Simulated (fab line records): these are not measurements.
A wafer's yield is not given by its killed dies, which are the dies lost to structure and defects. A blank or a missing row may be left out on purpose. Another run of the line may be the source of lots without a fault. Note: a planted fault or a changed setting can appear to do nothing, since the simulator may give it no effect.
The tool behind it: which one? | flow n5Finfet | 23 lots with 69 wafers sampled at 6 steps, on a route of 1938 steps

## WHAT THE GAUGES SHOWED, per wafer
N5_SPACER0_INSPECT_04: inspects for defects (darkfield). Usual: rawDefectCount 136, standard deviation 37.
lot  | measured    | on               | rawDefectCount | flag
L074 | day 3 00:46 | defectInspect-01 | 96 91 105      | 
L075 | day 3 08:03 | defectInspect-01 | 143 122 185    | 
L076 | day 3 12:57 | defectInspect-01 | 210 141 173    | 
L077 | day 3 20:20 | defectInspect-01 | 131 125 94     | 
L078 | day 4 01:10 | defectInspect-01 | 160 126 98     | 
L079 | day 4 06:22 | defectInspect-02 | 122 144 176    | 
L080 | day 4 12:14 | defectInspect-01 | 83 87 114      | 
L081 | day 4 19:08 | defectInspect-01 | 154 88 133     | 
L082 | day 5 02:08 | defectInspect-01 | 152 115 131    | 
L083 | day 5 07:54 | defectInspect-02 | 131 115 134    | 
L084 | day 5 14:54 | defectInspect-01 | 178 90 122     | 
L085 | day 5 19:34 | defectInspect-01 | 92 80 105      | 
L086 | day 6 02:40 | defectInspect-01 | 94 154 181     | 
L087 | day 6 07:35 | defectInspect-01 | 154 69 144     | 
L088 | day 6 11:43 | defectInspect-02 | 159 176 113    | 
L089 | day 6 17:56 | defectInspect-01 | 158 137 94     | 
L090 | day 7 00:02 | defectInspect-02 | 161 133 188    | 
L091 | day 7 07:04 | defectInspect-02 | 176 192 108    | 
L092 | day 7 14:13 | defectInspect-02 | 107 107 120    | 
L093 | day 7 19:00 | defectInspect-02 | 150 176 128    | 
L095 | day 8 06:31 | defectInspect-01 | 131 80 129     | 
L096 | day 8 11:47 | defectInspect-01 | 133 167 114    | 
L097 | day 8 21:08 | defectInspect-02 | 124 127 156    | 

N5_SD_EPI_N_CD_MEAS_09 targets a cd of 120 nm. Usual: cdNm 120.0 nm, standard deviation 0.73.
lot  | measured    | on       | cdNm (nm)         | flag
L074 | day 3 01:10 | cdSem-01 | 120.8 121.3 120.4 | 
L075 | day 3 08:28 | cdSem-03 | 120.6 121.6 121.2 | 
L076 | day 3 13:14 | cdSem-01 | 120.4 119.3 119.7 | 
L077 | day 3 20:44 | cdSem-01 | 119.3 120.4 119.4 | 
L078 | day 4 01:26 | cdSem-03 | 119.8 119.4 119.5 | 
L079 | day 4 06:46 | cdSem-03 | 120.4 120.2 120.6 | 
L080 | day 4 12:39 | cdSem-01 | 120.1 120.5 120.8 | 
L081 | day 4 19:32 | cdSem-03 | 120.2 122.0 121.0 | 
L082 | day 5 02:25 | cdSem-02 | 118.1 119.3 120.2 | 
L083 | day 5 08:18 | cdSem-02 | 119.8 118.9 119.7 | 
L084 | day 5 15:18 | cdSem-03 | 121.0 120.4 120.9 | 
L085 | day 5 19:51 | cdSem-03 | 118.8 119.0 119.4 | 
L086 | day 6 03:04 | cdSem-01 | 120.7 119.6 120.3 | 
L087 | day 6 07:59 | cdSem-01 | 118.8 119.7 119.1 | 
L088 | day 6 11:59 | cdSem-03 | 120.3 121.0 120.2 | 
L089 | day 6 18:20 | cdSem-02 | 119.7 119.1 119.9 | 
L090 | day 7 00:19 | cdSem-02 | 120.2 119.4 120.9 | 
L091 | day 7 07:20 | cdSem-01 | 120.7 120.2 120.1 | 
L092 | day 7 14:36 | cdSem-02 | 119.4 119.8 120.6 | 
L093 | day 7 19:16 | cdSem-01 | 119.9 119.9 120.3 | 
L095 | day 8 06:47 | cdSem-01 | 120.1 121.5 120.2 | 
L096 | day 8 12:04 | cdSem-01 | 119.8 120.2 120.3 | 
L097 | day 8 21:32 | cdSem-01 | 118.9 119.6 120.1 | 

## EACH LOT AND THE TOOL THAT RAN IT (in order: tool; ch and the chambers of the sampled wafers; start)
lot  | N5_FIN_CUT_DESCUM_13             | N5_STI_FIN_REVEAL_STRIP_24       | N5_DUMMY_GATE_ETCH_32          | N5_DUMMY_GATE_ETCH_23
L074 | rieDiel-02 ch 0,2,3, day 2 04:02 | rieDiel-01 ch 1,2, day 2 11:21   | rieSi-03 ch 1,2,3, day 2 23:40 | rieSi-03 ch 1,2,3, day 2 23:43
L075 | rieDiel-02 ch 0,1,3, day 2 10:10 | rieDiel-05 ch 0,1,2, day 2 16:47 | rieSi-01 ch 0,1,3, day 3 06:53 | rieSi-01 ch 0,1,3, day 3 06:55
L076 | rieDiel-04 ch 0,1,3, day 2 16:28 | rieDiel-03 ch 1,2,3, day 2 23:04 | rieSi-01 ch 1,2,3, day 3 11:35 | rieSi-01 ch 1,2,3, day 3 11:37
L077 | rieDiel-02 ch 0,1,2, day 2 20:26 | rieDiel-03 ch 0,1, day 3 04:35   | rieSi-01 ch 0,3, day 3 19:14   | rieSi-01 ch 0,3, day 3 19:17
L078 | rieDiel-06 ch 0,1,2, day 3 02:53 | rieDiel-03 ch 1,3, day 3 09:36   | rieSi-01 ch 0,1, day 3 22:13   | rieSi-01 ch 0,1, day 3 22:14
L079 | rieDiel-02 ch 0,1,3, day 3 08:43 | rieDiel-05 ch 0,1,3, day 3 15:24 | rieSi-03 ch 0,1, day 4 04:08   | rieSi-03 ch 0,1, day 4 04:10
L080 | rieDiel-06 ch 1,3, day 3 14:38   | rieDiel-03 ch 1,3, day 3 21:36   | rieSi-01 ch 0,1, day 4 10:40   | rieSi-01 ch 0,1, day 4 10:43
L081 | rieDiel-04 ch 0,2, day 3 20:49   | rieDiel-05 ch 0,1,3, day 4 04:02 | rieSi-03 ch 0,2,3, day 4 16:28 | rieSi-03 ch 0,2,3, day 4 16:30
L082 | rieDiel-02 ch 0,2,3, day 4 04:13 | rieDiel-03 ch 0,3, day 4 12:00   | rieSi-05 ch 0,2,3, day 5 00:27 | rieSi-05 ch 0,2,3, day 5 00:29
L083 | rieDiel-04 ch 1,2, day 4 11:26   | rieDiel-01 ch 0,1, day 4 18:17   | rieSi-01 ch 1,3, day 5 06:49   | rieSi-01 ch 1,3, day 5 06:51
L084 | rieDiel-02 ch 2,3, day 4 15:07   | rieDiel-01 ch 2,3, day 4 23:37   | rieSi-05 ch 1,2,3, day 5 13:49 | rieSi-05 ch 1,2,3, day 5 13:51
L085 | rieDiel-04 ch 0,1,2, day 4 21:53 | rieDiel-01 ch 0,2,3, day 5 06:12 | rieSi-05 ch 1,2, day 5 18:29   | rieSi-05 ch 1,2, day 5 18:31
L086 | rieDiel-06 ch 0,1,3, day 5 05:31 | rieDiel-03 ch 0,1,3, day 5 12:39 | rieSi-05 ch 0,2,3, day 6 01:23 | rieSi-05 ch 0,2,3, day 6 01:25
L087 | rieDiel-04 ch 0,3, day 5 10:20   | rieDiel-01 ch 0,2,3, day 5 17:50 | rieSi-05 ch 0,1, day 6 06:20   | rieSi-05 ch 0,1, day 6 06:22
L088 | rieDiel-06 ch 0,1, day 5 14:32   | rieDiel-05 ch 0,2, day 5 21:30   | rieSi-01 ch 1,2, day 6 10:22   | rieSi-01 ch 1,2, day 6 10:23
L089 | rieDiel-04 ch 2,3, day 5 21:12   | rieDiel-03 ch 0,3, day 6 03:55   | rieSi-01 ch 0,2,3, day 6 16:44 | rieSi-01 ch 0,2,3, day 6 16:46
L090 | rieDiel-04 ch 2,3, day 6 03:28   | rieDiel-05 ch 1,2, day 6 10:25   | rieSi-05 ch 1,2,3, day 6 22:51 | rieSi-05 ch 1,2,3, day 6 22:53
L091 | rieDiel-02 ch 0,3, day 6 09:56   | rieDiel-01 ch 0,3, day 6 17:26   | rieSi-03 ch 1,3, day 7 05:48   | rieSi-03 ch 1,3, day 7 05:50
L092 | rieDiel-02 ch 1,2,3, day 6 16:21 | rieDiel-01 ch 1,2, day 7 00:13   | rieSi-05 ch 0,1,3, day 7 13:07 | rieSi-05 ch 0,1,3, day 7 13:08
L093 | rieDiel-02 ch 1,2,3, day 6 22:36 | rieDiel-05 ch 0,1,3, day 7 05:20 | rieSi-05 ch 0,1,2, day 7 17:55 | rieSi-05 ch 0,1,2, day 7 17:56
L095 | rieDiel-06 ch 0,1,3, day 7 09:52 | rieDiel-03 ch 0,1, day 7 16:47   | rieSi-01 ch 1,2, day 8 05:08   | rieSi-01 ch 1,2, day 8 05:10
L096 | rieDiel-06 ch 1,2,3, day 7 14:42 | rieDiel-03 ch 0,1,3, day 7 21:21 | rieSi-01 ch 0,1,2, day 8 09:47 | rieSi-01 ch 0,1,2, day 8 09:49
L097 | rieDiel-06 ch 0,3, day 7 20:44   | rieDiel-05 ch 2,3, day 8 03:39   | rieSi-03 ch 0,2, day 8 17:56   | rieSi-03 ch 0,2, day 8 17:58
- N5_FIN_CUT_DESCUM_13: chemistry O2, time 7 s.
- N5_STI_FIN_REVEAL_STRIP_24: strips in N2/H2, time 90 s.
- N5_DUMMY_GATE_ETCH_32: etches SiO2 in CF4, target depth 3.5 nm, time 3.9 s.
- N5_DUMMY_GATE_ETCH_23: etches poly-Si in HBr/Cl2/O2, target depth 41 nm, time 22.3 s.

## WHAT THE TOOLS THEMSELVES READ (means of the sampled wafers that have a number; where no wafer has one, the mark that the record gives instead)
N5_FIN_CUT_DESCUM_13. Usual: chamberPressureMTorr 19.999 mTorr, standard deviation 0.017; drypumpMotorCurrentA 5.7 A, standard deviation 0.38; oesProductAu 0.82 a.u., standard deviation 0.085; rfVppV 243.5 V, standard deviation 1.5; showerheadPlenumPTorr 2.13 Torr, standard deviation 0.09; throttleValvePct 20.40 %, standard deviation 0.27.
lot  | tool       | chamberPressureMTorr (mTorr) | drypumpMotorCurrentA (A) | oesProductAu (a.u.) | rfVppV (V) | showerheadPlenumPTorr (Torr) | throttleValvePct (%) | flag
L074 | rieDiel-02 | 20.018                       | 5.8                      | 0.85                | 242.9      | 2.17                         | 20.50                | 
L075 | rieDiel-02 | 19.989                       | 5.5                      | 0.90                | 244.5      | 2.24                         | 20.32                | 
L076 | rieDiel-04 | 20.000                       | 5.7                      | 0.71                | 243.0      | 2.10                         | 20.54                | 
L077 | rieDiel-02 | 20.002                       | 5.8                      | 0.88                | 243.7      | 2.18                         | 20.60                | 
L078 | rieDiel-06 | 19.989                       | 5.9                      | 0.84                | 243.0      | 2.11                         | 20.33                | 
L079 | rieDiel-02 | 20.005                       | 5.5                      | 0.88                | 244.7      | 2.24                         | 20.31                | 
L080 | rieDiel-06 | 19.995                       | 5.8                      | 0.83                | 243.4      | 2.14                         | 20.21                | 
L081 | rieDiel-04 | 20.004                       | 5.4                      | 0.81                | 242.5      | 2.04                         | 20.44                | 
L082 | rieDiel-02 | 19.996                       | 5.8                      | 0.84                | 243.8      | 2.16                         | 20.52                | 
L083 | rieDiel-04 | 19.995                       | 5.4                      | 0.81                | 241.7      | 2.04                         | 20.38                | 
L084 | rieDiel-02 | 20.007                       | 6.3                      | 0.86                | 243.6      | 2.11                         | 20.54                | 
L085 | rieDiel-04 | 20.015                       | 5.5                      | 0.75                | 243.1      | 2.06                         | 20.41                | 
L086 | rieDiel-06 | 20.004                       | 5.8                      | 0.80                | 242.9      | 2.09                         | 20.35                | 
L087 | rieDiel-04 | 20.006                       | 5.9                      | 0.86                | 243.2      | 2.12                         | 20.46                | 
L088 | rieDiel-06 | 20.003                       | 5.8                      | 0.78                | 241.0      | 2.03                         | 20.45                | 
L089 | rieDiel-04 | 19.986                       | 5.8                      | 0.91                | 243.0      | 2.10                         | 20.46                | 
L090 | rieDiel-04 | 20.010                       | 5.6                      | 0.88                | 244.1      | 2.06                         | 20.45                | 
L091 | rieDiel-02 | 19.999                       | 5.6                      | 0.82                | 245.0      | 2.22                         | 20.26                | 
L092 | rieDiel-02 | 20.009                       | 6.0                      | 0.86                | 244.4      | 2.17                         | 20.37                | 
L093 | rieDiel-02 | 19.999                       | 6.0                      | 0.86                | 243.8      | 2.17                         | 20.38                | 
L095 | rieDiel-06 | 20.010                       | 5.8                      | 0.78                | 243.2      | 2.08                         | 20.37                | 
L096 | rieDiel-06 | 20.018                       | 5.9                      | 0.82                | 244.0      | 2.15                         | 20.25                | 
L097 | rieDiel-06 | 19.983                       | 5.6                      | 0.74                | 242.5      | 2.07                         | 20.58                | 

N5_STI_FIN_REVEAL_STRIP_24. Usual: chamberPressureMTorr 99.99 mTorr, standard deviation 0.093; drypumpMotorCurrentA 5.7 A, standard deviation 0.45; oesProductAu 0.80 a.u., standard deviation 0.096; rfVppV 45.4 V, standard deviation 0.84; showerheadPlenumPTorr 3.37 Torr, standard deviation 0.11; throttleValvePct 12.2 %, standard deviation 0.32.
lot  | tool       | chamberPressureMTorr (mTorr) | drypumpMotorCurrentA (A) | oesProductAu (a.u.) | rfVppV (V) | showerheadPlenumPTorr (Torr) | throttleValvePct (%) | flag
L074 | rieDiel-01 | 100.08                       | 5.7                      | 0.70                | 45.6       | 3.44                         | 12.5                 | 
L075 | rieDiel-05 | 100.01                       | 5.8                      | 0.80                | 45.8       | 3.48                         | 12.2                 | 
L076 | rieDiel-03 | 99.98                        | 6.1                      | 0.77                | 45.8       | 3.40                         | 12.4                 | 
L077 | rieDiel-03 | 100.04                       | 5.9                      | 0.71                | 45.1       | 3.25                         | 12.3                 | 
L078 | rieDiel-03 | 99.88                        | 6.1                      | 0.83                | 45.9       | 3.49                         | 12.3                 | 
L079 | rieDiel-05 | 99.99                        | 5.5                      | 0.80                | 46.1       | 3.44                         | 12.2                 | 
L080 | rieDiel-03 | 99.95                        | 6.0                      | 0.82                | 45.8       | 3.49                         | 12.2                 | 
L081 | rieDiel-05 | 99.93                        | 5.6                      | 0.80                | 44.8       | 3.43                         | 12.2                 | 
L082 | rieDiel-03 | 100.10                       | 5.6                      | 0.75                | 45.0       | 3.33                         | 12.3                 | 
L083 | rieDiel-01 | 100.07                       | 5.3                      | 0.92                | 45.0       | 3.35                         | 11.8                 | 
L084 | rieDiel-01 | 100.01                       | 5.6                      | 0.78                | 45.3       | 3.35                         | 12.5                 | 
L085 | rieDiel-01 | 100.02                       | 5.4                      | 0.84                | 45.9       | 3.33                         | 12.2                 | 
L086 | rieDiel-03 | 99.99                        | 6.0                      | 0.85                | 45.7       | 3.36                         | 12.1                 | 
L087 | rieDiel-01 | 99.95                        | 5.4                      | 0.83                | 45.4       | 3.32                         | 12.2                 | 
L088 | rieDiel-05 | 100.16                       | 6.0                      | 0.75                | 46.1       | 3.52                         | 12.2                 | 
L089 | rieDiel-03 | 99.94                        | 5.6                      | 0.74                | 45.4       | 3.32                         | 12.3                 | 
L090 | rieDiel-05 | 100.07                       | 5.7                      | 0.74                | 45.4       | 3.40                         | 12.6                 | 
L091 | rieDiel-01 | 99.87                        | 5.2                      | 0.88                | 45.3       | 3.30                         | 11.9                 | 
L092 | rieDiel-01 | 100.01                       | 5.7                      | 0.78                | 45.4       | 3.39                         | 12.5                 | 
L093 | rieDiel-05 | 99.97                        | 5.5                      | 0.76                | 45.7       | 3.42                         | 12.2                 | 
L095 | rieDiel-03 | 100.03                       | 6.3                      | 0.85                | 45.4       | 3.27                         | 12.0                 | 
L096 | rieDiel-03 | 99.93                        | 5.9                      | 0.82                | 44.7       | 3.35                         | 12.1                 | 
L097 | rieDiel-05 | 100.04                       | 6.0                      | 0.70                | 45.9       | 3.45                         | 12.5                 | 

N5_DUMMY_GATE_ETCH_32. Usual: chamberPressureMTorr 10.001 mTorr, standard deviation 0.0081; drypumpMotorCurrentA 5.6 A, standard deviation 0.42; oesProductAu 1.007 a.u., standard deviation 0.021; throttleValvePct 21.84 %, standard deviation 0.28.
lot  | tool     | chamberPressureMTorr (mTorr) | drypumpMotorCurrentA (A) | oesProductAu (a.u.) | throttleValvePct (%) | flag
L074 | rieSi-03 | 10.003                       | 5.7                      | 1.001               | 21.63                | 
L075 | rieSi-01 | 10.014                       | 5.4                      | 0.998               | 21.86                | 
L076 | rieSi-01 | 10.001                       | 5.5                      | 0.998               | 22.07                | 
L077 | rieSi-01 | 10.003                       | 5.5                      | 1.013               | 21.82                | 
L078 | rieSi-01 | 10.008                       | 5.2                      | 1.005               | 21.61                | 
L079 | rieSi-03 | 10.012                       | 5.5                      | 0.999               | 21.76                | 
L080 | rieSi-01 | 9.998                        | 5.2                      | 1.009               | 21.62                | 
L081 | rieSi-03 | 10.007                       | 5.8                      | 1.008               | 21.84                | 
L082 | rieSi-05 | 10.010                       | 5.6                      | 1.009               | 21.74                | 
L083 | rieSi-01 | 9.998                        | 5.6                      | 0.980               | 22.09                | 
L084 | rieSi-05 | 9.998                        | 5.8                      | 1.018               | 21.70                | 
L085 | rieSi-05 | 10.005                       | 5.5                      | 1.027               | 21.64                | 
L086 | rieSi-05 | 10.004                       | 5.5                      | 1.012               | 21.75                | 
L087 | rieSi-05 | 9.997                        | 6.1                      | 1.012               | 21.82                | 
L088 | rieSi-01 | 10.002                       | 5.5                      | 1.003               | 22.05                | 
L089 | rieSi-01 | 9.995                        | 5.6                      | 1.004               | 22.02                | 
L090 | rieSi-05 | 10.001                       | 5.8                      | 1.013               | 21.70                | 
L091 | rieSi-03 | 10.006                       | 5.5                      | 1.013               | 21.46                | 
L092 | rieSi-05 | 9.993                        | 6.0                      | 1.004               | 21.80                | 
L093 | rieSi-05 | 9.996                        | 5.7                      | 1.025               | 21.76                | 
L095 | rieSi-01 | 10.003                       | 5.6                      | 1.009               | 22.05                | 
L096 | rieSi-01 | 9.997                        | 5.4                      | 0.998               | 21.83                | 
L097 | rieSi-03 | 10.001                       | 5.7                      | 1.013               | 21.99                | 

N5_DUMMY_GATE_ETCH_23. Usual: chamberPressureMTorr 10.000 mTorr, standard deviation 0.0091; drypumpMotorCurrentA 5.6 A, standard deviation 0.42; oesProductAu 1.005 a.u., standard deviation 0.018; throttleValvePct 37.3 %, standard deviation 0.36.
lot  | tool     | chamberPressureMTorr (mTorr) | drypumpMotorCurrentA (A) | oesProductAu (a.u.) | throttleValvePct (%) | flag
L074 | rieSi-03 | 9.998                        | 5.8                      | 0.994               | 37.1                 | 
L075 | rieSi-01 | 10.004                       | 5.4                      | 0.993               | 37.3                 | 
L076 | rieSi-01 | 9.998                        | 5.5                      | 0.998               | 37.6                 | 
L077 | rieSi-01 | 9.996                        | 5.5                      | 1.015               | 37.3                 | 
L078 | rieSi-01 | 10.004                       | 5.2                      | 1.003               | 37.0                 | 
L079 | rieSi-03 | 10.004                       | 5.5                      | 1.003               | 37.1                 | 
L080 | rieSi-01 | 10.007                       | 5.2                      | 1.001               | 37.0                 | 
L081 | rieSi-03 | 10.002                       | 5.7                      | 1.013               | 37.4                 | 
L082 | rieSi-05 | 10.004                       | 5.6                      | 1.005               | 37.3                 | 
L083 | rieSi-01 | 9.999                        | 5.6                      | 0.987               | 37.5                 | 
L084 | rieSi-05 | 10.005                       | 5.8                      | 1.010               | 37.2                 | 
L085 | rieSi-05 | 9.997                        | 5.4                      | 1.032               | 37.2                 | 
L086 | rieSi-05 | 9.994                        | 5.6                      | 1.001               | 37.3                 | 
L087 | rieSi-05 | 10.007                       | 6.1                      | 1.003               | 37.3                 | 
L088 | rieSi-01 | 9.997                        | 5.5                      | 0.997               | 37.6                 | 
L089 | rieSi-01 | 10.004                       | 5.6                      | 1.008               | 37.6                 | 
L090 | rieSi-05 | 9.997                        | 5.8                      | 1.013               | 37.2                 | 
L091 | rieSi-03 | 10.012                       | 5.6                      | 1.007               | 36.9                 | 
L092 | rieSi-05 | 9.997                        | 6.1                      | 1.000               | 37.3                 | 
L093 | rieSi-05 | 10.004                       | 5.7                      | 1.014               | 37.3                 | 
L095 | rieSi-01 | 10.005                       | 5.5                      | 1.000               | 37.6                 | 
L096 | rieSi-01 | 9.986                        | 5.4                      | 1.002               | 37.3                 | 
L097 | rieSi-03 | 10.001                       | 5.7                      | 1.017               | 37.5                 | 

## THE ANSWER, worked out from the rows above alone
Rule: a lot is off if the mean of its wafers that have a number lies more than 3 standard deviations from the usual mean. A lot without any number at a reading at which 4 lots or more have one is off too. Where the step has rows for the other lots, those lots are counted as sound. After the gauges, taken in route order, come the tools' own readings; for these a lot's mean is taken, as printed above. At the first step where some lot is off, the reading lying furthest off is the one used; lots without a number count as furthest.
Nothing can be told from this: no lot is off at any reading shown.

## WHAT HAD BEEN PUT IN BY THE SIMULATOR
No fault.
